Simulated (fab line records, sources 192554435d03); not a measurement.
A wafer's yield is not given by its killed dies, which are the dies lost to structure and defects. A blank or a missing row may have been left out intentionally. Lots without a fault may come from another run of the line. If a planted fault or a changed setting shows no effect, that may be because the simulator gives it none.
Split-lot experiment | flow n5Finfet | 7 lots, 21 wafers read, on a route of 1938 steps

## SPLIT DETAILS
At N5_BEOL_M2_ETCH_70 (etches SOC in N2/H2, target depth 80 nm, overetch 24 nm, time 130 s), the setting timeS was moved away from the recipe's 130 s on 5 of the 21 wafers read, by -20.8% to +17.2%. All remaining wafers had this setting at the recipe value.

Reading taken at the split's own step.

## THE READING
SiARC_of_BEOL_M2_COAT_68.thkNm (the simulator's own value, which no gauge read), in nm, at N5_BEOL_M2_ETCH_70 (etches SOC in N2/H2, target depth 80 nm, overetch 24 nm, time 130 s). The file gives no usual value for it. The 16 wafers here that ran the recipe average 5.8 nm, standard deviation 0.11 nm.

wafer  | tool, chamber at the split | timeS as run, s | against the recipe | SiARC_of_BEOL_M2_COAT_68.thkNm, nm | against lot-mates on the recipe
L074.1 | rieDiel-04, 0,3            | 130             | recipe             | 5.8                                | -
L074.2 | rieDiel-04, 0,3            | 130             | recipe             | 5.8                                | -
L074.3 | rieDiel-04, 2              | 102.9           | -20.8%             | 7.2                                | +1.4
L077.3 | rieDiel-02, 3              | 130             | recipe             | 5.6                                | -
L077.4 | rieDiel-02, 0              | 130             | recipe             | 6                                  | -
L077.5 | rieDiel-02, 0              | 130             | recipe             | 6                                  | -
L078.1 | rieDiel-04, 2              | 130             | recipe             | 5.8                                | -
L078.3 | rieDiel-04, 1              | 152.3           | +17.2%             | 4.8                                | -1.1
L078.5 | rieDiel-04, 1              | 130             | recipe             | 6                                  | -
L080.1 | rieDiel-04, 3,0            | 130             | recipe             | 5.8                                | -
L080.3 | rieDiel-04, 3,0            | 130             | recipe             | 5.8                                | -
L080.2 | rieDiel-04, 1              | 114.8           | -11.7%             | 6.6                                | +0.8
L084.4 | rieDiel-04, 2,0            | 130             | recipe             | 5.8                                | -
L084.6 | rieDiel-04, 2,0            | 130             | recipe             | 5.8                                | -
L084.5 | rieDiel-04, 1              | 130             | recipe             | 6                                  | -
L088.1 | rieDiel-01, 3              | 130             | recipe             | 5.8                                | -
L088.2 | rieDiel-01, 1              | 152.1           | +17.0%             | 4.6                                | -1.2
L088.5 | rieDiel-01, 1              | 152.1           | +17.0%             | 4.6                                | -1.2
L096.2 | rieDiel-04, 0              | 130             | recipe             | 5.8                                | -
L096.6 | rieDiel-04, 0              | 130             | recipe             | 5.8                                | -
L096.3 | rieDiel-04, 1              | 130             | recipe             | 6                                  | -
If several chambers appear in one row, that row covers several wafers at once and the file leaves open which wafer was in which chamber.

THE FIT
A straight line over all 21 wafers: SiARC_of_BEOL_M2_COAT_68.thkNm changes by -0.0674 nm for each +1% of timeS; r = -0.98; the points scatter about the line by 0.11 nm.
The same after taking each lot's own level away (the mean of its wafers on the recipe; 21 wafers): -0.068 nm for each +1%; r = -0.99; scatter 0.1 nm.
The reading moves by 1.4 nm for the largest change in timeS, on that fit.
The span of the lots' own levels, 5.80 to 5.90 nm, comes to 0.9 times the standard deviation stated above.
So the lot-to-lot level changes the slope little: the two slopes agree.
Check: for one of the wafers moved furthest among these (-20.8%), held out of the fit, the line's prediction against its lot-mates is +1.43 nm. It came out at +1.4 nm against them.

## FILE'S OWN FIT
SiARC_of_BEOL_M2_COAT_68.thkNm changes by -0.0674 nm for each +1% of timeS, r = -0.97.
